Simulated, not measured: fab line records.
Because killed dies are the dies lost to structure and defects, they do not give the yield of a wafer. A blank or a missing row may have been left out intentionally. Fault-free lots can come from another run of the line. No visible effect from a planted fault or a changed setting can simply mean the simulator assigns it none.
Which tool did it? -- flow n5_finfet -- 11 lots, 32 wafers sampled, at 4 steps of a route of 1938

== WHAT THE GAUGES SHOWED, per wafer ==
N5_BEOL_M9_OVL_MEAS_12. Usual: M9_OVL 0.4 nm, standard deviation 0.72.
lot,measured,on,M9_OVL (nm),flag
L482,day 10 05:56,overlay-01,0.0 -1.1 0.8,
L484,day 10 22:33,overlay-01,0.7 -0.2 0.6,
L487,day 11 05:00,overlay-01,1.0 1.2 0.6,
L486,day 11 07:07,overlay-02,-0.7 -0.2 0.7,
L489,day 11 22:10,overlay-02,1.0 0.1 0.9,
L495,day 13 09:45,overlay-02,-0.6 -0.4 0.7,
L494,day 13 10:22,overlay-02,0.0 1.2 -0.2,
L500,day 15 03:02,overlay-01,0.9 1.9 1.5,
L504,day 15 22:21,overlay-02,-0.5 0.0,
L503,day 15 22:33,overlay-02,0.1 -0.4 -0.5,
L505,day 16 02:41,overlay-02,0.7 0.1 1.5,

N5_BEOL_M9_CD_MEAS_18: pitch 140 nm, target cd 70 nm. Usual: cd_nm 70.0 nm, standard deviation 0.61.
lot,measured,on,cd_nm (nm),flag
L482,day 10 06:27,cd_sem-01,68.4 69.3 69.2,
L484,day 10 23:04,cd_sem-01,69.4 70.0 69.6,
L487,day 11 06:04,cd_sem-03,70.5 70.5 70.3,
L486,day 11 07:38,cd_sem-03,70.3 70.3 71.0,
L489,day 11 22:50,cd_sem-03,69.3 69.5 69.9,
L495,day 13 10:16,cd_sem-02,70.5 70.0 70.1,
L494,day 13 11:19,cd_sem-02,69.9 70.4 71.1,
L500,day 15 03:34,cd_sem-02,70.8 69.9 71.0,
L504,day 15 23:32,cd_sem-03,69.5 69.5,
L503,day 15 23:37,cd_sem-01,69.2 69.3 69.7,
L505,day 16 03:49,cd_sem-02,70.1 70.0 70.5,

== WHICH TOOL RAN EACH LOT (tool, then ch and the chambers of the sampled wafers, then the start) ==
lot,N5_BEOL_M9_ETCH_61,N5_BEOL_M9_HM_OPEN_17
L482,"rie_diel-05 ch 0,2, day 10 06:01","rie_metal-01 ch 0,1, day 10 06:16"
L484,"rie_diel-05 ch 0,3, day 10 22:38","rie_metal-01 ch 0, day 10 22:53"
L487,"rie_diel-04 ch 0,1,3, day 11 05:32","rie_metal-01 ch 0,1, day 11 05:47"
L486,"rie_diel-04 ch 0,2, day 11 07:13","rie_metal-02 ch 0,1, day 11 07:28"
L489,"rie_diel-04 ch 0,1,2, day 11 22:25","rie_metal-03 ch 0,1, day 11 22:39"
L495,"rie_diel-05 ch 0,1,3, day 13 09:50","rie_metal-01 ch 0, day 13 10:05"
L494,"rie_diel-05 ch 0,2,3, day 13 10:53","rie_metal-01 ch 0,1, day 13 11:08"
L500,"rie_diel-02 ch 0,2,3, day 15 03:08","rie_metal-03 ch 0,1, day 15 03:24"
L504,"rie_diel-02 ch 0,1, day 15 23:01","rie_metal-03 ch 0,1, day 15 23:23"
L503,"rie_diel-05 ch 0,1,2, day 15 22:59","rie_metal-03 ch 1, day 15 23:25"
L505,"rie_diel-05 ch 0,1,2, day 16 03:17","rie_metal-01 ch 0, day 16 03:31"
- N5_BEOL_M9_ETCH_61: etches SiARC in CF4, target depth 39 nm, time 65 s.
- N5_BEOL_M9_HM_OPEN_17: chemistry Cl2/BCl3, target TiN, target depth 20 nm, overetch 6 nm.

== AS READ BY THE TOOLS THEMSELVES (means over the sampled wafers that have a number; for cases with no such wafer, the mark the record gives instead) ==
N5_BEOL_M9_ETCH_61. Usual: for chamber_pressure_mTorr, 40.00 mTorr with a standard deviation of 0.037; for drypump_motor_current_A, 5.6 A with a standard deviation of 0.36; for etch_rf_on_time_s, 65.2 s with a standard deviation of 1.3; for oes_product_au, 0.68 a.u. with a standard deviation of 0.063; for rf_vpp_V, 184.2 V with a standard deviation of 0.9; for showerhead_plenum_p_Torr, 2.16 Torr with a standard deviation of 0.046; for throttle_valve_pct, 15.60 % with a standard deviation of 0.21.
lot,tool,chamber_pressure_mTorr (mTorr),drypump_motor_current_A (A),etch_rf_on_time_s (s),oes_product_au (a.u.),rf_vpp_V (V),showerhead_plenum_p_Torr (Torr),throttle_valve_pct (%),flag
L482,rie_diel-05,40.00,5.7,65.4,0.70,184.8,2.18,15.62,
L484,rie_diel-05,39.98,5.8,65.6,0.70,183.8,2.14,15.58,
L487,rie_diel-04,40.01,5.6,64.7,0.71,183.4,2.13,15.50,
L486,rie_diel-04,40.02,6.2,64.2,0.70,184.4,2.16,15.63,
L489,rie_diel-04,40.02,5.9,63.6,0.71,183.1,2.13,15.50,
L495,rie_diel-05,39.99,5.8,59.4,0.70,183.9,2.14,15.69,OFF
L494,rie_diel-05,39.99,5.8,58.7,0.74,184.0,2.15,15.64,OFF
L500,rie_diel-02,40.00,5.4,66.2,0.64,184.0,2.20,15.60,
L504,rie_diel-02,40.02,5.2,65.8,0.73,184.8,2.21,15.31,
L503,rie_diel-05,39.98,5.8,65.1,0.64,184.1,2.16,15.74,
L505,rie_diel-05,39.98,5.8,64.9,0.63,183.9,2.16,15.75,

N5_BEOL_M9_HM_OPEN_17. Usual: chamber_pressure_mTorr 10.000 mTorr, standard deviation 0.0093; drypump_motor_current_A 5.9 A, standard deviation 0.4; oes_product_au 0.64 a.u., standard deviation 0.06; throttle_valve_pct 22.23 %, standard deviation 0.29.
lot,tool,chamber_pressure_mTorr (mTorr),drypump_motor_current_A (A),oes_product_au (a.u.),throttle_valve_pct (%),flag
L482,rie_metal-01,10.002,6.0,0.60,22.47,
L484,rie_metal-01,9.996,5.7,0.72,21.89,
L487,rie_metal-01,10.001,6.0,0.60,22.47,
L486,rie_metal-02,10.006,5.4,0.60,22.20,
L489,rie_metal-03,10.010,6.1,0.68,22.12,
L495,rie_metal-01,9.992,5.7,0.69,21.93,
L494,rie_metal-01,9.992,6.0,0.60,22.49,
L500,rie_metal-03,10.004,6.4,0.67,22.16,
L504,rie_metal-03,9.980,6.3,0.68,22.12,
L503,rie_metal-03,10.003,5.9,0.65,22.10,
L505,rie_metal-01,10.005,5.7,0.67,21.92,

== THE ANSWER, worked out from the rows above alone ==
Rule: a lot counts as off when the mean over its wafers that have a number is more than 3 standard deviations away from the usual mean. Also off: a lot with no number at a reading for which 4 or more lots have one. Where the step has rows for the other lots, those lots are counted as sound. First the gauges in route order, then the tools' own readings, where a lot's mean is used as printed above. At the first step where some lot is off, the reading lying furthest off is the one used; lots without a number count as furthest.
Off at N5_BEOL_M9_ETCH_61 (etch_rf_on_time_s): L495, L494.
A tool fits if, at that step or a process step before it, it ran every lot that is off, and no sound lot after the first of them. Of those tried, none fits.

== WHAT HAD BEEN PUT IN BY THE SIMULATOR ==
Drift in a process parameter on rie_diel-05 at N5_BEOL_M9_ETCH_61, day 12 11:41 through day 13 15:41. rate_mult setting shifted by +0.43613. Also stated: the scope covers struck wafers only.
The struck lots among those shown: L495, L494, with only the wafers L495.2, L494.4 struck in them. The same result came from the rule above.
